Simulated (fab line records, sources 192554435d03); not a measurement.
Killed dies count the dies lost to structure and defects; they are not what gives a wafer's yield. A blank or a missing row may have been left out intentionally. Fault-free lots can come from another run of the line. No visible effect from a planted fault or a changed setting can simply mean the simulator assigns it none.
fab line records	flow n5-finfet
record lots=24	wafers=72	last-day=18
route steps=1938 shown BEOL_M9@1434 BEOL_M10@1502
lots untouched by any fault: they come from a run of this same line in which no faults occurred
start-h: start of the lot's first displayed wafer, in hours after the record's first day	wait-h: hours elapsed since this lot's preceding step	" as in the row above	L1.1+2: one row covering several wafers at once	- no value, or no start given	* or withheld: withheld	< > ~ a bound
route shown NAME@n: names a module that has steps shown in the file, with the first one's number in the route	usual: average and standard deviation across the fault-free wafers	same: alike in all rows	chamber/n: place in a boat	sites: each site's reading	_std_site: the values' standard deviation	_edge_site: the outer-site mean with the inner-site mean subtracted	radius-mm: for every site, how far away it sits from the centre of the wafer	mask NAME#n: copy n	behind: the most recent tool/chamber to have shaped the wafer	hold: what put the lot on hold/how long, in hours/how the hold closed	device: transistor that didn't switch, given as n, p or np	end of line: the same wafers' tests at the end of the route	for a step that has no rows: nothing shown but its recipe	killed: dies lost to structure and defects at the first sort, not the wafer's yield	map: per-die view of a wafer (x killed, . not killed, _ where there is no die)
set.NAME: the run value of the setting; set.NAME@STEP: its run value at that earlier step	model.NAME: the simulator's own value behind a step, which no gauge read
steps of the route over a sample of lots; a table a step, a row a wafer
services: from which hour (start-h, from the record's first day; less than 0 if before it) a tool's chamber was out of use, for how many hours, and why
## steps
# step N5_BEOL_M9_CD_MEAS_28
# recipe target-cd-nm=70	landing-energy-ev=500	detector=se-inlens	polarity=opening
# usual cd-nm=69.85/0.27
lot.wafer	tool	chamber	start-h	wait-h	cd-nm
L076.1	cd-sem-02	0	211.11	-	70.27
L076.2	"	0	"	"	69.36
L076.4	"	0	"	"	69.68
L074.2	cd-sem-03	0	213.02	-	69.97
L074.3	"	0	"	"	70.13
L074.4	"	0	"	"	69.76
L077.1	cd-sem-03	0	227.89	-	69.74
L077.4	"	0	"	"	69.49
L077.6	"	0	"	"	69.73
L075.3	cd-sem-01	0	228.05	-	69.72
L075.4	"	0	"	"	69.47
L075.5	"	0	"	"	70.08
L078.3	cd-sem-03	0	233.75	-	69.88
L078.5	"	0	"	"	69.75
L078.6	"	0	"	"	70.33
L079.1	cd-sem-02	0	242.93	-	69.54
L079.2	"	0	"	"	69.72
L079.6	"	0	"	"	69.12
L082.4	cd-sem-02	0	254.22	-	69.68
L082.5	"	0	"	"	69.71
L082.6	"	0	"	"	69.86
L081.2	cd-sem-03	0	254.38	-	69.68
L081.4	"	0	"	"	69.72
L081.5	"	0	"	"	69.96
L083.1	cd-sem-03	0	260.36	-	69.56
L083.2	"	0	"	"	69.67
L083.6	"	0	"	"	69.85
L080.1	cd-sem-01	0	263.13	-	70.22
L080.2	"	0	"	"	70.13
L080.4	"	0	"	"	70.39
L084.3	cd-sem-02	0	267.63	-	69.84
L084.5	"	0	"	"	69.61
L084.6	"	0	"	"	69.82
L085.1	cd-sem-02	0	278.45	-	69.79
L085.3	"	0	"	"	70.41
L085.5	"	0	"	"	69.67
L086.1	cd-sem-02	0	294.36	-	69.91
L086.2	"	0	"	"	70.20
L086.3	"	0	"	"	69.67
L087.1	cd-sem-02	0	297.91	-	69.54
L087.3	"	0	"	"	70.05
L087.4	"	0	"	"	69.68
L088.1	cd-sem-02	0	303.48	-	69.82
L088.4	"	0	"	"	69.77
L088.5	"	0	"	"	70.09
L090.3	cd-sem-02	0	305.91	-	69.59
L090.4	"	0	"	"	70.00
L090.6	"	0	"	"	69.75
L091.2	cd-sem-01	0	312.74	-	69.41
L091.3	"	0	"	"	70.35
L091.6	"	0	"	"	69.77
L089.3	cd-sem-03	0	316.31	-	69.76
L089.5	"	0	"	"	70.25
L089.6	"	0	"	"	70.09
L092.2	cd-sem-03	0	321.38	-	69.88
L092.3	"	0	"	"	69.64
L092.4	"	0	"	"	69.73
L094.1	cd-sem-02	0	325.11	-	69.71
L094.2	"	0	"	"	69.89
L094.4	"	0	"	"	69.89
L093.1	cd-sem-03	0	327.16	-	69.75
L093.2	"	0	"	"	69.69
L093.4	"	0	"	"	69.52
L095.2	cd-sem-02	0	338.68	-	70.16
L095.3	"	0	"	"	69.94
L095.4	"	0	"	"	69.48
L096.3	cd-sem-02	0	351.82	-	69.64
L096.5	"	0	"	"	69.22
L096.6	"	0	"	"	70.24
L097.1	cd-sem-01	0	357.60	-	70.30
L097.4	"	0	"	"	70.21
L097.5	"	0	"	"	69.97
# step N5_BEOL_M9_OVL_MEAS_29
# recipe points-per-wafer=522
# usual V8_OVL=-0.3/0.6
lot.wafer	tool	chamber	start-h	wait-h	V8_OVL[nm]
L076.1	overlay-01	0	211.14	0.0	0.6
L076.2	"	0	"	"	-0.2
L076.4	"	0	"	"	0.0
L074.2	overlay-02	0	213.05	0.0	-0.8
L074.3	"	0	"	"	0.7
L074.4	"	0	"	"	0.5
L077.1	overlay-01	0	227.92	0.0	-0.7
L077.4	"	0	"	"	-1.3
L077.6	"	0	"	"	-1.7
L075.3	overlay-01	0	228.09	0.0	0.7
L075.4	"	0	"	"	0.2
L075.5	"	0	"	"	0.0
L078.3	overlay-02	0	233.79	0.0	-0.7
L078.5	"	0	"	"	0.2
L078.6	"	0	"	"	-0.4
L079.1	overlay-02	0	242.96	0.0	0.1
L079.2	"	0	"	"	-0.6
L079.6	"	0	"	"	-1.5
L082.4	overlay-01	0	254.26	0.0	-0.4
L082.5	"	0	"	"	-0.6
L082.6	"	0	"	"	-0.8
L081.2	overlay-02	0	254.42	0.0	-0.5
L081.4	"	0	"	"	0.3
L081.5	"	0	"	"	0.1
L083.1	overlay-02	0	260.39	0.0	0.6
L083.2	"	0	"	"	-0.1
L083.6	"	0	"	"	-0.2
L080.1	overlay-01	0	263.17	0.0	-0.1
L080.2	"	0	"	"	0.1
L080.4	"	0	"	"	0.2
L084.3	overlay-01	0	267.67	0.0	-0.6
L084.5	"	0	"	"	-1.2
L084.6	"	0	"	"	-0.9
L085.1	overlay-02	0	278.48	0.0	-0.3
L085.3	"	0	"	"	-0.5
L085.5	"	0	"	"	-0.9
L086.1	overlay-01	0	294.39	0.0	-0.4
L086.2	"	0	"	"	-0.1
L086.3	"	0	"	"	0.5
L087.1	overlay-01	0	297.94	0.0	-0.8
L087.3	"	0	"	"	-1.0
L087.4	"	0	"	"	-0.7
L088.1	overlay-01	0	303.51	0.0	0.2
L088.4	"	0	"	"	-0.1
L088.5	"	0	"	"	0.9
L090.3	overlay-02	0	305.95	0.0	0.7
L090.4	"	0	"	"	-0.4
L090.6	"	0	"	"	-0.1
L091.2	overlay-01	0	312.79	0.0	0.3
L091.3	"	0	"	"	0.0
L091.6	"	0	"	"	0.2
L089.3	overlay-02	0	316.37	0.1	0.0
L089.5	"	0	"	"	0.7
L089.6	"	0	"	"	-0.1
L092.2	overlay-02	0	321.41	0.0	-1.0
L092.3	"	0	"	"	0.0
L092.4	"	0	"	"	0.0
L094.1	overlay-02	0	325.14	0.0	-1.0
L094.2	"	0	"	"	-0.9
L094.4	"	0	"	"	-1.6
L093.1	overlay-02	0	327.19	0.0	-0.1
L093.2	"	0	"	"	-0.3
L093.4	"	0	"	"	0.0
L095.2	overlay-01	0	338.72	0.0	-0.2
L095.3	"	0	"	"	-0.1
L095.4	"	0	"	"	-0.9
L096.3	overlay-02	0	351.86	0.0	-0.5
L096.5	"	0	"	"	0.0
L096.6	"	0	"	"	-0.2
L097.1	overlay-02	0	357.63	0.0	-0.3
L097.4	"	0	"	"	-0.2
L097.5	"	0	"	"	-0.8
# step N5_BEOL_M9_INSPECT_30
# recipe mode=adi	inspect-instrument=brightfield
# usual raw-defect-count=408/85
lot.wafer	tool	chamber	start-h	wait-h	raw-defect-count
L076.1	defect-inspect-01	-	211.20	0.1	406
L076.2	"	-	"	"	453
L076.4	"	-	"	"	340
L074.2	defect-inspect-01	-	213.11	0.0	244
L074.3	"	-	"	"	204
L074.4	"	-	"	"	208
L077.1	defect-inspect-01	-	227.97	0.1	416
L077.4	"	-	"	"	432
L077.6	"	-	"	"	426
L075.3	defect-inspect-02	-	228.14	0.0	365
L075.4	"	-	"	"	435
L075.5	"	-	"	"	348
L078.3	defect-inspect-02	-	233.84	0.0	439
L078.5	"	-	"	"	373
L078.6	"	-	"	"	387
L079.1	defect-inspect-01	-	243.02	0.1	419
L079.2	"	-	"	"	449
L079.6	"	-	"	"	458
L082.4	defect-inspect-02	-	254.31	0.0	384
L082.5	"	-	"	"	537
L082.6	"	-	"	"	594
L081.2	defect-inspect-01	-	254.47	0.0	325
L081.4	"	-	"	"	310
L081.5	"	-	"	"	312
L083.1	defect-inspect-02	-	260.45	0.1	538
L083.2	"	-	"	"	380
L083.6	"	-	"	"	375
L080.1	defect-inspect-02	-	263.22	0.1	414
L080.2	"	-	"	"	457
L080.4	"	-	"	"	415
L084.3	defect-inspect-02	-	267.71	0.0	356
L084.5	"	-	"	"	270
L084.6	"	-	"	"	410
L085.1	defect-inspect-02	-	278.54	0.1	377
L085.3	"	-	"	"	289
L085.5	"	-	"	"	365
L086.1	defect-inspect-01	-	294.44	0.1	448
L086.2	"	-	"	"	528
L086.3	"	-	"	"	420
L087.1	defect-inspect-02	-	298.00	0.1	489
L087.3	"	-	"	"	432
L087.4	"	-	"	"	359
L088.1	defect-inspect-02	-	303.56	0.1	383
L088.4	"	-	"	"	339
L088.5	"	-	"	"	424
L090.3	defect-inspect-01	-	306.00	0.0	552
L090.4	"	-	"	"	510
L090.6	"	-	"	"	414
L091.2	defect-inspect-02	-	312.84	0.0	407
L091.3	"	-	"	"	508
L091.6	"	-	"	"	670
L089.3	defect-inspect-02	-	316.42	0.0	422
L089.5	"	-	"	"	376
L089.6	"	-	"	"	378
L092.2	defect-inspect-02	-	321.47	0.0	279
L092.3	"	-	"	"	327
L092.4	"	-	"	"	379
L094.1	defect-inspect-01	-	325.20	0.1	487
L094.2	"	-	"	"	228
L094.4	"	-	"	"	384
L093.1	defect-inspect-02	-	327.25	0.1	282
L093.2	"	-	"	"	435
L093.4	"	-	"	"	373
L095.2	defect-inspect-02	-	338.77	0.0	493
L095.3	"	-	"	"	476
L095.4	"	-	"	"	462
L096.3	defect-inspect-01	-	351.91	0.0	512
L096.5	"	-	"	"	613
L096.6	"	-	"	"	459
L097.1	defect-inspect-02	-	357.69	0.1	361
L097.4	"	-	"	"	538
L097.5	"	-	"	"	350
# step N5_BEOL_M9_SURFACE_TREAT_79
# recipe gas=Ar	time-s=*	ion-energy-ev=*	ion-current-ma-cm2=0.5	pressure-mtorr=*	ar-flow-sccm=30
# usual throttle-valve-pct=*
lot.wafer	tool	chamber	start-h	wait-h	throttle-valve-pct
L076.1	pvd-sputter-02	-	212.66	0.2	*
L076.2	"	-	"	"	*
L076.4	"	-	"	"	*
L074.2	pvd-sputter-02	-	214.86	0.2	*
L074.3	"	-	"	"	*
L074.4	"	-	"	"	*
L077.1	pvd-sputter-03	-	229.65	0.3	*
L077.4	"	-	"	"	*
L077.6	"	-	"	"	*
L075.3	pvd-sputter-03	-	230.15	0.3	*
L075.4	"	-	"	"	*
L075.5	"	-	"	"	*
L078.3	pvd-sputter-01	-	235.66	0.2	*
L078.5	"	-	"	"	*
L078.6	"	-	"	"	*
L079.1	pvd-sputter-03	-	244.80	0.5	*
L079.2	"	-	"	"	*
L079.6	"	-	"	"	*
L082.4	pvd-sputter-03	-	256.11	0.3	*
L082.5	"	-	"	"	*
L082.6	"	-	"	"	*
L081.2	pvd-sputter-01	-	258.21	0.2	*
L081.4	"	-	"	"	*
L081.5	"	-	"	"	*
L083.1	pvd-sputter-03	-	262.35	0.2	*
L083.2	"	-	"	"	*
L083.6	"	-	"	"	*
L080.1	pvd-sputter-02	-	264.86	0.2	*
L080.2	"	-	"	"	*
L080.4	"	-	"	"	*
L084.3	pvd-sputter-02	-	270.79	1.4	*
L084.5	"	-	"	"	*
L084.6	"	-	"	"	*
L085.1	pvd-sputter-03	-	281.93	0.2	*
L085.3	"	-	"	"	*
L085.5	"	-	"	"	*
L086.1	pvd-sputter-02	-	297.55	0.4	*
L086.2	"	-	"	"	*
L086.3	"	-	"	"	*
L087.1	pvd-sputter-02	-	299.97	0.2	*
L087.3	"	-	"	"	*
L087.4	"	-	"	"	*
L088.1	pvd-sputter-03	-	304.99	0.2	*
L088.4	"	-	"	"	*
L088.5	"	-	"	"	*
L090.3	pvd-sputter-01	-	308.01	0.2	*
L090.4	"	-	"	"	*
L090.6	"	-	"	"	*
L091.2	pvd-sputter-01	-	314.69	0.2	*
L091.3	"	-	"	"	*
L091.6	"	-	"	"	*
L089.3	pvd-sputter-03	-	318.63	0.2	*
L089.5	"	-	"	"	*
L089.6	"	-	"	"	*
L092.2	pvd-sputter-03	-	323.09	0.3	*
L092.3	"	-	"	"	*
L092.4	"	-	"	"	*
L094.1	pvd-sputter-02	-	327.26	0.2	*
L094.2	"	-	"	"	*
L094.4	"	-	"	"	*
L093.1	pvd-sputter-02	-	330.06	1.5	*
L093.2	"	-	"	"	*
L093.4	"	-	"	"	*
L095.2	pvd-sputter-02	-	340.69	0.2	*
L095.3	"	-	"	"	*
L095.4	"	-	"	"	*
L096.3	pvd-sputter-03	-	353.65	0.2	*
L096.5	"	-	"	"	*
L096.6	"	-	"	"	*
L097.1	pvd-sputter-02	-	359.34	0.2	*
L097.4	"	-	"	"	*
L097.5	"	-	"	"	*
# step N5_BEOL_M10_CD_MEAS_28
# recipe target-cd-nm=70	landing-energy-ev=500	detector=se-inlens	polarity=opening
# usual cd-nm=69.7/0.77
lot.wafer	tool	chamber	start-h	wait-h	cd-nm
L076.1	cd-sem-01	0	219.56	-	70.0
L076.2	"	0	"	"	69.0
L076.4	"	0	"	"	69.9
L074.2	cd-sem-03	0	225.28	-	69.4
L074.3	"	0	"	"	68.5
L074.4	"	0	"	"	69.6
L077.1	cd-sem-03	0	236.13	-	69.7
L077.4	"	0	"	"	70.7
L077.6	"	0	"	"	69.2
L075.3	cd-sem-01	0	236.32	-	68.9
L075.4	"	0	"	"	69.5
L075.5	"	0	"	"	69.2
L078.3	cd-sem-01	0	241.79	-	70.8
L078.5	"	0	"	"	70.6
L078.6	"	0	"	"	70.4
L079.1	cd-sem-03	0	249.78	-	70.5
L079.2	"	0	"	"	70.4
L079.6	"	0	"	"	70.7
L082.4	cd-sem-03	0	263.19	-	70.8
L082.5	"	0	"	"	70.4
L082.6	"	0	"	"	70.5
L081.2	cd-sem-03	0	263.84	-	68.9
L081.4	"	0	"	"	68.7
L081.5	"	0	"	"	69.3
L083.1	cd-sem-01	0	267.62	-	69.2
L083.2	"	0	"	"	68.2
L083.6	"	0	"	"	68.6
L080.1	cd-sem-03	0	270.49	-	69.8
L080.2	"	0	"	"	70.4
L080.4	"	0	"	"	70.2
L084.3	cd-sem-03	0	276.83	-	69.0
L084.5	"	0	"	"	69.2
L084.6	"	0	"	"	70.0
L085.1	cd-sem-03	0	286.02	-	70.7
L085.3	"	0	"	"	71.2
L085.5	"	0	"	"	69.1
L086.1	cd-sem-03	0	304.09	-	70.6
L086.2	"	0	"	"	69.8
L086.3	"	0	"	"	68.8
L087.1	cd-sem-01	0	306.73	-	69.0
L087.3	"	0	"	"	68.1
L087.4	"	0	"	"	70.1
L088.1	cd-sem-03	0	310.08	-	68.9
L088.4	"	0	"	"	68.7
L088.5	"	0	"	"	69.6
L090.3	cd-sem-01	0	312.60	-	68.8
L090.4	"	0	"	"	69.7
L090.6	"	0	"	"	69.2
L091.2	cd-sem-02	0	321.29	-	68.6
L091.3	"	0	"	"	69.5
L091.6	"	0	"	"	69.6
L089.3	cd-sem-03	0	325.27	-	68.9
L089.5	"	0	"	"	69.0
L089.6	"	0	"	"	69.2
L092.2	cd-sem-01	0	329.87	-	69.8
L092.3	"	0	"	"	69.4
L092.4	"	0	"	"	68.7
L094.1	cd-sem-03	0	333.20	-	70.7
L094.2	"	0	"	"	70.2
L094.4	"	0	"	"	68.9
L093.1	cd-sem-03	0	335.16	-	69.4
L093.2	"	0	"	"	70.8
L093.4	"	0	"	"	70.1
L095.2	cd-sem-03	0	350.48	-	69.5
L095.3	"	0	"	"	69.8
L095.4	"	0	"	"	69.8
L096.3	cd-sem-01	0	361.19	-	69.9
L096.5	"	0	"	"	71.0
L096.6	"	0	"	"	69.9
L097.1	cd-sem-02	0	366.86	-	70.6
L097.4	"	0	"	"	69.2
L097.5	"	0	"	"	68.7
# step N5_BEOL_M10_DESCUM_33
# recipe chemistry=O2	time-s=7.9	source-power-w=50	bias-power-w=20	pressure-mtorr=20	rf-frequency-hz=2.712e+07	temp-c=40	resist=CAR-ArF	o2-flow-sccm=225
# usual drypump-motor-current-A=5.6/0.38	oes-product-au=0.79/0.073	rf-vpp-V=243.4/1.3	showerhead-plenum-p-Torr=2.11/0.066	throttle-valve-pct=20.34/0.19
lot.wafer	tool	chamber	start-h	wait-h	drypump-motor-current-A	oes-product-au	rf-hours-counter-h	rf-vpp-V	showerhead-plenum-p-Torr	throttle-valve-pct
L076.1	rie-diel-04	0	219.91	0.3	5.9	0.75	185	243.6	2.08	20.32
L076.2	"	3	"	"	4.9	0.87	50	245.5	2.23	20.23
L076.4	"	1	"	"	5.4	0.90	18	242.9	2.05	20.00
L074.2	rie-diel-04	1	225.37	0.0	5.4	0.90	20	242.1	2.05	20.02
L074.3	"	3	"	"	5.0	0.87	52	245.4	2.22	20.22
L074.4	"	0	"	"	5.9	0.76	188	242.3	2.08	20.33
L077.1	rie-diel-04	3	236.30	0.1	5.0	0.86	55	244.9	2.22	20.25
L077.4	"	2	"	"	5.6	0.72	196	243.9	2.16	20.60
L077.6	"	2	"	"	5.7	0.72	-	244.4	2.16	20.60
L075.3	rie-diel-05	0	237.12	0.7	5.6	0.84	69	244.5	2.21	20.32
L075.4	"	2	"	"	5.8	0.68	215	243.0	2.14	19.98
L075.5	"	3	"	"	5.7	0.68	-	241.5	2.08	20.48
L078.3	rie-diel-04	2	241.88	0.0	5.7	0.72	198	242.2	2.16	20.61
L078.5	"	1	"	"	5.4	0.88	-	243.0	2.05	20.03
L078.6	"	2	"	"	5.7	0.73	-	244.8	2.16	20.63
L079.1	rie-diel-04	1	249.86	0.0	5.4	0.87	30	243.4	2.05	20.04
L079.2	"	3	"	"	5.0	0.86	62	245.3	2.22	20.24
L079.6	"	0	"	"	5.9	0.75	-	243.0	2.08	20.35
L082.4	rie-diel-02	2	263.66	0.4	6.6	0.73	183	240.9	2.01	20.43
L082.5	"	2	"	"	6.6	0.73	-	241.0	2.01	20.45
L082.6	"	3	"	"	5.5	0.84	-	242.3	2.04	20.46
L081.2	rie-diel-02	0	264.49	0.6	5.4	0.77	143	244.8	2.10	20.24
L081.4	"	2	"	"	6.6	0.73	183	242.4	2.01	20.45
L081.5	"	1	"	"	5.4	0.88	-	243.3	2.10	20.27
L083.1	rie-diel-02	2	267.71	0.0	6.6	0.73	185	242.8	2.01	20.45
L083.2	"	0	"	"	5.4	0.76	144	243.3	2.09	20.24
L083.6	"	0	"	"	5.4	0.76	-	242.7	2.10	20.25
L080.1	rie-diel-05	1	270.58	0.0	5.4	0.90	28	242.0	2.05	20.38
L080.2	"	3	"	"	5.7	0.68	240	243.4	2.08	20.48
L080.4	"	2	"	"	5.8	0.69	228	243.6	2.14	19.98
L084.3	rie-diel-05	3	276.94	0.0	5.7	0.68	241	241.0	2.08	20.47
L084.5	"	3	"	"	5.7	0.68	-	244.0	2.08	20.49
L084.6	"	2	"	"	5.8	0.68	-	244.8	2.14	20.00
L085.1	rie-diel-02	2	286.11	0.0	6.6	0.73	191	240.7	2.01	20.46
L085.3	"	3	"	"	5.5	0.83	78	242.5	2.04	20.48
L085.5	"	3	"	"	5.5	0.84	-	242.1	2.03	20.49
L086.1	rie-diel-04	0	304.18	0.0	5.9	0.73	216	243.8	2.07	20.37
L086.2	"	3	"	"	5.0	0.84	81	245.3	2.21	20.27
L086.3	"	2	"	"	5.7	0.71	219	243.2	2.15	20.65
L087.1	rie-diel-04	1	306.94	0.2	5.4	0.84	50	242.0	2.04	20.06
L087.3	"	0	"	"	5.9	0.73	217	242.4	2.07	20.37
L087.4	"	2	"	"	5.7	0.70	220	245.1	2.15	20.64
L088.1	rie-diel-05	0	310.17	0.0	5.6	0.80	96	244.4	2.20	20.35
L088.4	"	0	"	"	5.6	0.81	-	245.5	2.20	20.33
L088.5	"	2	"	"	5.8	0.67	-	243.3	2.13	20.02
L090.3	rie-diel-02	0	312.69	0.0	5.4	0.75	159	243.4	2.09	20.26
L090.4	"	2	"	"	6.6	0.73	-	243.4	2.00	20.49
L090.6	"	1	"	"	5.4	0.85	-	243.2	2.10	20.30
L091.2	rie-diel-04	3	321.37	0.0	5.0	0.82	88	244.4	2.21	20.29
L091.3	"	1	"	"	5.4	0.83	55	241.9	2.04	20.08
L091.6	"	2	"	"	5.7	0.70	-	244.4	2.15	20.65
L089.3	rie-diel-02	3	325.35	0.0	5.5	0.82	87	242.7	2.03	20.51
L089.5	"	3	"	"	5.5	0.82	-	242.4	2.03	20.50
L089.6	"	0	"	"	5.4	0.75	-	243.7	2.09	20.27
L092.2	rie-diel-04	2	329.96	0.0	5.7	0.70	230	243.8	2.15	20.65
L092.3	"	1	"	"	5.4	0.82	59	241.6	2.04	20.08
L092.4	"	3	"	"	5.0	0.82	92	243.4	2.21	20.30
L094.1	rie-diel-04	1	333.29	0.0	5.4	0.83	60	243.1	2.04	20.07
L094.2	"	2	"	"	5.7	0.69	230	244.1	2.15	20.65
L094.4	"	3	"	"	5.0	0.82	93	244.5	2.21	20.28
L093.1	rie-diel-05	1	335.24	0.0	5.4	0.87	54	241.2	2.04	20.43
L093.2	"	0	"	"	5.5	0.80	108	244.8	2.20	20.39
L093.4	"	0	"	"	5.6	0.80	-	244.4	2.20	20.37
L095.2	rie-diel-04	0	350.57	0.0	5.9	0.72	231	241.5	2.07	20.40
L095.3	"	2	"	"	5.7	0.70	236	245.4	2.15	20.68
L095.4	"	3	"	"	5.0	0.81	98	245.8	2.21	20.30
L096.3	rie-diel-04	3	361.28	0.0	5.0	0.81	102	243.4	2.21	20.30
L096.5	"	1	"	"	5.4	0.82	-	243.4	2.04	20.07
L096.6	"	2	"	"	5.7	0.69	-	243.6	2.15	20.68
L097.1	rie-diel-04	3	366.95	0.0	5.0	0.80	103	246.2	2.21	20.30
L097.4	"	2	"	"	5.7	0.70	241	244.6	2.15	20.68
L097.5	"	3	"	"	5.0	0.82	-	243.6	2.21	20.31
## services
tool	chamber	start-h	hours	kind
rie-diel-05	3	207.52	3.0	repair
rie-diel-04	2	266.00	8.9	repair
rie-diel-05	3	304.84	-	clean
rie-diel-05	3	304.84	-	consumable-replace:focus-ring
rie-diel-05	3	304.84	21.1	scheduled-down
rie-diel-05	3	304.84	21.1	vent-cycle
rie-diel-02	3	307.91	13.1	repair
rie-diel-05	2	328.06	-	clean
rie-diel-05	2	328.06	-	consumable-replace:focus-ring
rie-diel-05	1	337.55	4.0	repair
pvd-sputter-03	-	341.47	6.6	repair
rie-diel-05	-	352.42	0.5	repair
## key
fault none
